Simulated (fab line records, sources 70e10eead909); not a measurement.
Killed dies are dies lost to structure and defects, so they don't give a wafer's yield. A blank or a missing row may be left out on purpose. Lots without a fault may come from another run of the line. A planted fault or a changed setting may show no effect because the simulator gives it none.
Chamber matching | flow nand_harc | NHARC_A_BLC_ALD_23 on ald_metal-04: 4 sister chambers
The step deposits TiN, target thk 3 nm, pulse time 1 s, ald cycles 150. 18 wafers are shown with their chamber, then 9 later ones without.

WAFERS WITH THEIR CHAMBER
wafer  | chamber | heater_power_w (W) | precursor_pulse_height_rel
L075.3 | 3       | 1070               | 1.014
L075.4 | 0       | 1145               | 1.026
L075.5 | 3       | 1078               | 1.008
L078.2 | 2       | 863                | 0.994
L078.4 | 3       | 1044               | 0.979
L078.6 | 2       | 886                | 0.973
L081.1 | 2       | 889                | 1.011
L081.2 | 1       | 884                | 0.983
L081.4 | 0       | 1176               | 1.008
L082.1 | 0       | 1133               | 0.990
L082.4 | 1       | 892                | 1.021
L082.6 | 3       | 1065               | 1.019
L086.3 | 0       | 1161               | 1.022
L086.4 | 1       | 887                | 1.013
L086.6 | 1       | 870                | 0.990
L089.2 | 0       | 1154               | 1.027
L089.3 | 2       | 885                | 1.011
L089.5 | 3       | 1065               | 0.972

SIGNATURES (means of the wafers above)
reading                    | chamber 0 | chamber 1 | chamber 2 | chamber 3 | scatter within a chamber
heater_power_w             | 1153.80   | 883.25    | 880.75    | 1064.40   | 13
precursor_pulse_height_rel | 1.01460   | 1.00175   | 0.99725   | 0.99840   | 0.0185
Rule: a wafer's distance from a chamber is the root of the sum, over the readings, of the square of ((its reading less the chamber's mean) divided by the reading's scatter). The wafer belongs to the nearest chamber; if the next one is less than 2 further off, it can't be placed. The scatter: the root of (the sum of the squares of (reading less its chamber's mean) over the shown wafers, divided by (wafers less chambers)).

WAFERS WITHOUT THEIR CHAMBER
wafer  | heater_power_w (W) | precursor_pulse_height_rel
L091.2 | 852                | 1.001
L091.3 | 895                | 0.995
L091.5 | 847                | 0.991
L094.1 | 1078               | 1.031
L094.3 | 833                | 1.039
L094.4 | 883                | 1.031
L096.2 | 1024               | 0.979
L096.5 | 1045               | 0.988
L096.6 | 1096               | 1.016

WHICH CHAMBER EACH WENT THROUGH
wafer  | from the rows above     | in truth
L091.2 | can't be placed: 2 or 1 | 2
L091.3 | can't be placed: 1 or 2 | 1
L091.5 | can't be placed: 2 or 1 | 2
L094.1 | 3                       | 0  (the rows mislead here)
L094.3 | can't be placed: 2 or 1 | 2
L094.4 | can't be placed: 1 or 2 | 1
L096.2 | 3                       | 3
L096.5 | 3                       | 3
L096.6 | can't be placed: 3 or 0 | 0
Placed correctly: 2 of 9. Can't be placed from these rows: 6 (the true chamber is among the candidates in 6). Placed wrongly: 1.
